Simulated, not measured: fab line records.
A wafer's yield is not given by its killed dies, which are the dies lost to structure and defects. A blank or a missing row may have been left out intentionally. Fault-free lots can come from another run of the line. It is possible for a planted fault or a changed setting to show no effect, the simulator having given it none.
A lot that was struck, set against a sound lot -- flow nand harc -- 15 steps out of a route of 1159
Sound: the wafers L177.2, L177.5, L177.6. Wafers struck: L182.1, L182.2, L182.4. Last of all comes the cause.
Order at every step that has rows: each side's tool, ch and its chambers, its first start. Under that, the readings that differ: sound wafers -- struck wafers -- difference of the means -- sigmas: that difference in standard deviations of wafers without a fault.
alike: readings with means less than 2 such deviations apart, plus words and numbers identical on both sides. not compared: withheld readings, readings lacking a value on some wafer, bounds such as >300 that could conceal the same value, and numbers that have no deviation in the record and whose values overlap.
The two part at a step that has a row with sigmas, a row that says differs or no value, or rows on one side only. When numbers do not overlap yet have no deviation, they are printed without sigmas and do not part them. A reading that every wafer of one side lacks parts them only if that side has two wafers or more.

first, 1 step without rows for these wafers: NHARC_A_CONTACT_ETCH_118 (etches the open film in C4F8/O2/Ar, time 94 s, target depth 922 nm).
NHARC_A_CONTACT_ETCH_119: etches the open film in C4F8/O2/Ar, time 94 s, target depth 922 nm.
  sound on har cap etch-01 ch 0,1, day 18 17:46; struck on har cap etch-02 ch 0,1, day 19 18:38
  alike: chamber pressure mTorr, oes air line au
  not compared: rf hours counter h
NHARC_A_CONTACT_ETCH_120: etches the open film in C4F8/O2/Ar, time 94 s, target depth 922 nm.
  sound on har cap etch-01 ch 0,1, day 18 17:52; struck on har cap etch-02 ch 0,1, day 19 18:44
  alike: chamber pressure mTorr, oes air line au
  not compared: rf hours counter h
then, 1 step without rows for these wafers: NHARC_A_CONTACT_ETCH_121 (etches the open film in C4F8/O2/Ar, time 94 s, target depth 922 nm).
NHARC_A_CONTACT_ETCH_122: etches the open film in C4F8/O2/Ar, time 95 s, target depth 930 nm.
  sound on har cap etch-01 ch 0,1, day 18 18:03; struck on har cap etch-02 ch 0,1, day 19 18:55
  alike: chamber pressure mTorr, oes air line au
  not compared: rf hours counter h
NHARC_A_CONTACT_ETCH_123: etches the open film in C4F8/O2/Ar, time 253 s, target depth 1090 nm.
  sound on har cap etch-01 ch 0,1, day 18 18:08; struck on har cap etch-02 ch 0,1, day 19 19:00
  alike: chamber pressure mTorr, oes air line au
  not compared: rf hours counter h
then, 1 step without rows for these wafers: NHARC_A_CONTACT_ETCH_90 (etches the open film in CH3F/O2, target depth 40 nm, time 85.7 s).
NHARC_A_CONTACT_ETCH_96: etches the open film in C4F6/O2, target depth 20 nm, time 10 s.
  sound on rie diel-08 ch 0,2,3; struck on rie diel-08 ch 1,2,3
  alike: bias w, c4f6 flow sccm, drypump motor current A, oes product au, rf vpp V, showerhead plenum p Torr, throttle valve pct
  not compared: rf hours counter h
NHARC_A_CONTACT_CD_MEAS_53:
  sound on cd sem-03 at day 18 18:59; struck on cd sem-03 at day 19 19:53
  alike: cd nm
then, 3 steps without rows for these wafers: NHARC_A_CONTACT_STRIP_99 (strips in N2/H2); NHARC_A_CONTACT_STRIP_100 (strips in CF4/CHF3); NHARC_A_CONTACT_STRIP_101 (strips in O2/COS).
NHARC_A_CONTACT_ETCH_102: etches the open film in CF4/O2, target depth 70 nm, overetch 7 nm, time 38.5 s.
  sound on rie diel-08 ch 0,3, day 18 19:16; struck on rie diel-08 ch 1,2,3, day 19 20:25
  no value came back on the struck wafers for any of 9 readings (bias w (W), cf4 flow sccm (sccm) and others); on the sound wafers bias w (W) reads 99.6 99.7 100.4
  not compared: rf hours counter h
then, 1 step without rows for these wafers: NHARC_A_CONTACT_STRIP_55 (strips in O2).
-- jump in the record: it breaks off in module A_CONTACT and resumes in module END (first step shown: number 1159 of the route), and 3 days separate the struck wafers' starts before and after --
NHARC_END_SORT_01:
  sound on prober-01 ch 0, day 21 13:15; struck on prober-01 ch 0, day 22 13:05
  alike: killed at array, killed at other, killed at periphery, killed dies, killed open, killed short

WHERE THEY PART
Only at NHARC_A_CONTACT_ETCH_102, within this record. Later steps at which nothing parts them and some readings are alike: NHARC_END_SORT_01.

WHY: what had been put in by the simulator
Skipped step whole: rie diel-08, from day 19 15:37 on, at NHARC_A_CONTACT_ETCH_102. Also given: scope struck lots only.
